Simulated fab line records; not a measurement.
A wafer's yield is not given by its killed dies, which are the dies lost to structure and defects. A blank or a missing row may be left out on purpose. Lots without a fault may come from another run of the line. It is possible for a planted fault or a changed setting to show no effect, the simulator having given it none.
Comparing a struck lot with a sound one :: flow nand_harc :: 14 out of 1302 route steps
Sound: wafers L832.2, L832.3, L832.6. Struck: wafer L840.3 (left out: L840.2, L840.4 of the same lot, which were not struck); the cause appears at the end.
For every step that has rows: the tool of each side, followed by ch and its chambers, followed by its first start. Under that, the readings that differ: sound wafers :: struck wafers :: difference of the means :: sigmas: that difference in standard deviations of wafers without a fault.
alike: words and numbers the same on both sides, and readings whose means are apart by under 2 such deviations; not compared: readings that were withheld, readings missing a value for some wafer, numbers with overlapping values and no deviation given by the record, and bounds like >300 which may hide the same value.
Wherever a step has rows on one side only, a row that says differs or no value, or a row with sigmas, the two part there. Non-overlapping numbers with no deviation appear without sigmas and do not part them. A reading that every wafer of one side lacks parts them only if that side has two wafers or more.

first, 3 steps without rows for these wafers: NHARC_A_CHANNEL_HOLE_D1_EXPOSE_07 (exposes mask HOLE D1, target cd 100 nm); NHARC_A_CHANNEL_HOLE_D1_PEB_08 (peb time 65 s); NHARC_A_CHANNEL_HOLE_D1_DEVELOP_09 (develop time 35 s).
NHARC_A_CHANNEL_HOLE_D1_CD_MEAS_10: target cd 100 nm.
  sound on cd_sem-03 ch 0, day 10 11:46; struck on cd_sem-01 ch 0, day 14 10:04
  alike: cd_nm
NHARC_A_CHANNEL_HOLE_D1_OVL_MEAS_11:
  struck on overlay-02, day 14 10:10; sound on overlay-01, day 10 11:51
  alike: overlay_x_nm, overlay_y_nm
NHARC_A_CHANNEL_HOLE_D1_INSPECT_12:
  struck on defect_inspect-02, day 14 10:11; sound on defect_inspect-01, day 10 11:53
  alike: raw_defect_count
NHARC_A_CHANNEL_HOLE_D1_DESCUM_15: chemistry O2, time 3 s.
  sound on rie_diel-05 ch 1,2, day 10 11:58; struck on rie_diel-05 ch 2, day 14 10:16
reading: throttle_valve_pct (%)
sound: 11.312 11.302 11.315
struck: 11.328
difference: +0.018
sigmas: +2
  alike: drypump_motor_current_A, oes_product_au, rf_vpp_V, showerhead_plenum_p_Torr
  not compared: rf_hours_counter_h
NHARC_A_CHANNEL_HOLE_D1_ETCH_38: etches the open film in CF4, target depth 39 nm, time 65 s.
  sound on rie_diel-05 ch 0,3, day 10 12:02; struck on rie_diel-05 ch 0, day 14 10:40
reading: oes_product_au (a.u.)
sound: 0.991 0.976 0.981
struck: 1.012
difference: +0.029
sigmas: +2
  alike: drypump_motor_current_A, rf_vpp_V, showerhead_plenum_p_Torr, throttle_valve_pct
  not compared: rf_hours_counter_h
NHARC_A_CHANNEL_HOLE_D1_ETCH_39: etches the open film in N2/H2, target depth 260 nm, time 325 s.
  sound on rie_diel-05 ch 0,2,3; struck on rie_diel-05 ch 3
  alike: drypump_motor_current_A, oes_product_au, rf_vpp_V, showerhead_plenum_p_Torr, throttle_valve_pct
  not compared: rf_hours_counter_h
NHARC_A_CHANNEL_HOLE_D1_ETCH_34: etches the open film in CF4/CHF3, target depth 154 nm, time 77 s.
  sound on rie_diel-05 ch 0,2,3; struck on rie_diel-05 ch 1
  alike: chf3_flow_sccm, drypump_motor_current_A, oes_product_au, rf_vpp_V, showerhead_plenum_p_Torr, throttle_valve_pct
  not compared: rf_hours_counter_h
then, 1 step without rows for these wafers: NHARC_A_CHANNEL_HOLE_D1_ETCH_16 (etches the open film in O2/COS, target depth 3100 nm, time 806 s).
NHARC_A_CHANNEL_HOLE_D1_CD_MEAS_18:
  struck on cd_sem-01, day 14 11:41; sound on cd_sem-01, day 10 13:03
  alike: cd_nm
NHARC_A_CHANNEL_HOLE_D1_ETCH_19: etches the open film in C4F8/O2/Ar, time 34.5 s.
  sound on har_etch-01 ch 0,1, day 10 14:07; struck on har_etch-01 ch 1, day 14 15:07
reading: c4f8_flow_sccm (sccm)
sound: 28.75 28.69 28.75
struck: 14.50
difference: -14.23
sigmas: -99 or more

reading: throttle_valve_pct (%)
sound: 37.032 37.034 37.030
struck: 36.075
difference: -0.957
sigmas: -99 or more
  alike: drypump_motor_current_A, showerhead_plenum_p_Torr
  not compared: rf_hours_counter_h
NHARC_A_CHANNEL_HOLE_D1_ETCH_20: etches the open film in C4F8/O2/Ar, time 361.9 s, target depth 1600 nm.
  sound on har_etch-01 ch 0,1, day 10 14:14; struck on har_etch-01 ch 1, day 14 15:14
reading: c4f8_flow_sccm (sccm)
sound: 89.56 89.45 89.54
struck: 88.95
difference: -0.57
sigmas: -2
  alike: drypump_motor_current_A, showerhead_plenum_p_Torr, throttle_valve_pct
  not compared: rf_hours_counter_h

## WHERE THEY PART
At NHARC_A_CHANNEL_HOLE_D1_DESCUM_15 first; at NHARC_A_CHANNEL_HOLE_D1_ETCH_20 last (within this record only).

WHY: whatever the simulator had introduced
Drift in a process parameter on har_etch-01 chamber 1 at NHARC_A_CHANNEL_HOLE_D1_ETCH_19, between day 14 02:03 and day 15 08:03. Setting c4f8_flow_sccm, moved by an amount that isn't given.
